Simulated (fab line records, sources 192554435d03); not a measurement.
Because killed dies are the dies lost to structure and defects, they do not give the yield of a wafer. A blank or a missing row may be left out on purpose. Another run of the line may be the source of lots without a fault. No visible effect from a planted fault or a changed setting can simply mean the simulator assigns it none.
Split-lot trial :: flow n5-finfet :: route with 1938 steps; 7 lots, 21 wafers read

ABOUT THE SPLIT
At N5_SD_EPI_P_PEB_07 (peb time 60 s), the setting peb-time-s was moved away from the recipe's 60 s on 6 of the 21 wafers read, by -17.9% to +15.3%. All remaining wafers had this setting at the recipe value.

SPLIT TO READING: what lies between them in the file, 1 step
- N5_SD_EPI_P_DEVELOP_08: develop time 30 s

THE READING
cd-nm at N5_SD_EPI_P_CD_MEAS_09, given in nm (cd target 240 nm). Fault-free wafers of this fab line usually give 240.2 nm, standard deviation 0.79 nm.

wafer: L079.1
tool, chamber at the split: litho-track-03, 0
peb-time-s as run, s: 60
against the recipe: recipe
cd-nm, nm: 238.8
against lot-mates on the recipe: -

wafer: L079.4
tool, chamber at the split: litho-track-03, 0
peb-time-s as run, s: 60
against the recipe: recipe
cd-nm, nm: 239.7
against lot-mates on the recipe: -

wafer: L079.6
tool, chamber at the split: litho-track-03, 0
peb-time-s as run, s: 67.39
against the recipe: +12.3%
cd-nm, nm: 244.2
against lot-mates on the recipe: +4.9

wafer: L080.1
tool, chamber at the split: litho-track-01, 0
peb-time-s as run, s: 60
against the recipe: recipe
cd-nm, nm: 239.5
against lot-mates on the recipe: -

wafer: L080.5
tool, chamber at the split: litho-track-01, 0
peb-time-s as run, s: 60
against the recipe: recipe
cd-nm, nm: 240.0
against lot-mates on the recipe: -

wafer: L080.6
tool, chamber at the split: litho-track-01, 0
peb-time-s as run, s: 60
against the recipe: recipe
cd-nm, nm: 239.8
against lot-mates on the recipe: -

wafer: L082.1
tool, chamber at the split: litho-track-02, 0
peb-time-s as run, s: 60
against the recipe: recipe
cd-nm, nm: 240.2
against lot-mates on the recipe: -

wafer: L082.2
tool, chamber at the split: litho-track-02, 0
peb-time-s as run, s: 60
against the recipe: recipe
cd-nm, nm: 240.9
against lot-mates on the recipe: -

wafer: L082.6
tool, chamber at the split: litho-track-02, 0
peb-time-s as run, s: 60
against the recipe: recipe
cd-nm, nm: 240.9
against lot-mates on the recipe: -

wafer: L084.2
tool, chamber at the split: litho-track-02, 0
peb-time-s as run, s: 60
against the recipe: recipe
cd-nm, nm: 240.8
against lot-mates on the recipe: -

wafer: L084.3
tool, chamber at the split: litho-track-02, 0
peb-time-s as run, s: 60
against the recipe: recipe
cd-nm, nm: 240.4
against lot-mates on the recipe: -

wafer: L084.4
tool, chamber at the split: litho-track-02, 0
peb-time-s as run, s: 49.27
against the recipe: -17.9%
cd-nm, nm: 233.6
against lot-mates on the recipe: -7.0

wafer: L087.1
tool, chamber at the split: litho-track-02, 0
peb-time-s as run, s: 60
against the recipe: recipe
cd-nm, nm: 240.4
against lot-mates on the recipe: -

wafer: L087.4
tool, chamber at the split: litho-track-02, 0
peb-time-s as run, s: 68.58
against the recipe: +14.3%
cd-nm, nm: 243.8
against lot-mates on the recipe: +3.8

wafer: L087.6
tool, chamber at the split: litho-track-02, 0
peb-time-s as run, s: 60
against the recipe: recipe
cd-nm, nm: 239.7
against lot-mates on the recipe: -

wafer: L089.3
tool, chamber at the split: litho-track-01, 0
peb-time-s as run, s: 56.61
against the recipe: -5.6%
cd-nm, nm: 238.9
against lot-mates on the recipe: -1.7

wafer: L089.4
tool, chamber at the split: litho-track-01, 0
peb-time-s as run, s: 56.61
against the recipe: -5.6%
cd-nm, nm: 239.8
against lot-mates on the recipe: -0.8

wafer: L089.5
tool, chamber at the split: litho-track-01, 0
peb-time-s as run, s: 60
against the recipe: recipe
cd-nm, nm: 240.6
against lot-mates on the recipe: -

wafer: L095.1
tool, chamber at the split: litho-track-03, 0
peb-time-s as run, s: 69.21
against the recipe: +15.3%
cd-nm, nm: 245.7
against lot-mates on the recipe: +5.5

wafer: L095.3
tool, chamber at the split: litho-track-03, 0
peb-time-s as run, s: 60
against the recipe: recipe
cd-nm, nm: 239.9
against lot-mates on the recipe: -

wafer: L095.6
tool, chamber at the split: litho-track-03, 0
peb-time-s as run, s: 60
against the recipe: recipe
cd-nm, nm: 240.5
against lot-mates on the recipe: -

THE FIT
A straight line over all 21 wafers: cd-nm changes by +0.321 nm for each +1% of peb-time-s; r = +0.96; the points scatter about the line by 0.7 nm.
The same after taking each lot's own level away (the mean of its wafers on the recipe; 21 wafers): +0.347 nm for each +1%; r = +0.98; scatter 0.53 nm.
On that fit, the largest move of peb-time-s shifts the reading by 6.2 nm.
Measured against the standard deviation above, the lots' own levels, which go from 239.25 to 240.67 nm, span 1.8 times it.
The two slopes are in agreement: the lot-to-lot level therefore moves the slope only a little.
Check: for one of the wafers moved furthest among these (-17.9%), held out of the fit, the line's prediction against its lot-mates is -5.64 nm. Against them it came out at -7 nm.

OTHER SPLITS ON THESE WAFERS
Other splits were also applied to these wafers ahead of the reading. Each is held against what the fit with the lots' levels taken away leaves over:
other split on the same wafers: N5_DUMMY_GATE_ETCH_37 source-w
wafers away from the commonest value: 4
r with cd-nm (lot level and that fit taken away): +0.29

other split on the same wafers: N5_SD_EPI_P_COAT_35 spin-rpm
wafers away from the commonest value: 5
r with cd-nm (lot level and that fit taken away): -0.03

THE WHOLE CHAIN: every reading that the file lists as answering this split, in the file's order
step: N5_SD_EPI_P_CD_MEAS_09
what it does: target cd 240 nm
reading: cd-nm
change (the file's fit): +0.351 nm for each +1% of the setting
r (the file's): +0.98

step: N5_SD_EPI_P_DESCUM_14
what it does: chemistry O2, time 7.9 s
reading: SD_EPI_P.cd-nm (the simulator's own value, which no gauge read)
change (the file's fit): +0.34 nm for each +1% of the setting
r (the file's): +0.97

step: N5_SD_EPI_P_ETCH_36
what it does: etches SiARC in CF4, target depth 45.5 nm, time 75.8 s
reading: SD_EPI_P.cd-nm (the simulator's own value, which no gauge read)
change (the file's fit): +0.348 nm for each +1% of the setting
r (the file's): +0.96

THE FILE'S OWN FIT
cd-nm changes by +0.351 nm for each +1% of peb-time-s, r = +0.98.
